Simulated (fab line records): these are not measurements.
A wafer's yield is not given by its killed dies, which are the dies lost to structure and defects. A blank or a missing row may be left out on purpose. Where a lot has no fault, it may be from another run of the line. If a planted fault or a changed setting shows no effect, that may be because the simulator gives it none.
Matching of chambers + flow n5Finfet + 4 sister chambers for N5_BEOL_M1_ETCH_63 on rieDiel-04
The step etches SiARC in CF4, target depth 15.6 nm, time 26 s. 4 wafers are shown with their chamber, then 12 later ones without.

## WAFERS PAIRED WITH THEIR CHAMBERS
| wafer  | chamber | drypumpMotorCurrentA (A) |
|--------|---------|--------------------------|
| L078.5 | 1       | 6.1                      |
| L079.4 | 2       | 5.7                      |
| L080.2 | 3       | 5.9                      |
| L080.4 | 0       | 4.7                      |

## WAFERS WHOSE CHAMBER IS MISSING
| wafer  | drypumpMotorCurrentA (A) |
|--------|--------------------------|
| L081.2 | 4.7                      |
| L081.5 | 5.7                      |
| L081.6 | 6.0                      |
| L085.2 | 5.9                      |
| L085.4 | 6.1                      |
| L085.5 | 5.7                      |
| L087.3 | 5.7                      |
| L087.4 | 6.0                      |
| L087.5 | 5.9                      |
| L097.1 | 4.7                      |
| L097.3 | 6.1                      |
| L097.5 | 5.8                      |

## THE CHAMBER EACH PASSED THROUGH
| wafer  | from the rows above     | in truth |
|--------|-------------------------|----------|
| L081.2 | 0                       | 0        |
| L081.5 | 2                       | 2        |
| L081.6 | can't be placed: 1 or 3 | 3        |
| L085.2 | 3                       | 3        |
| L085.4 | 1                       | 1        |
| L085.5 | 2                       | 2        |
| L087.3 | 2                       | 2        |
| L087.4 | can't be placed: 1 or 3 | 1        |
| L087.5 | 3                       | 3        |
| L097.1 | 0                       | 0        |
| L097.3 | 1                       | 1        |
| L097.5 | can't be placed: 2 or 3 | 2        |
9 of 12 placed correctly. From these rows, 3 cannot be placed; in 3 the true chamber is one of the candidates. Wrongly placed: 0.
How it was worked out, from the rows above alone: a wafer's distance from a chamber is the root of the sum, over the readings, of the square of ((its reading less the chamber's mean) divided by the reading's scatter). The wafer belongs to the nearest chamber; if the next one is less than 2 further off, it can't be placed. The mean given for a chamber averages the wafers shown for that chamber. The scatter: with one shown wafer a chamber, the root of the mean of the squares of how far each hidden wafer lies from its nearest shown one.
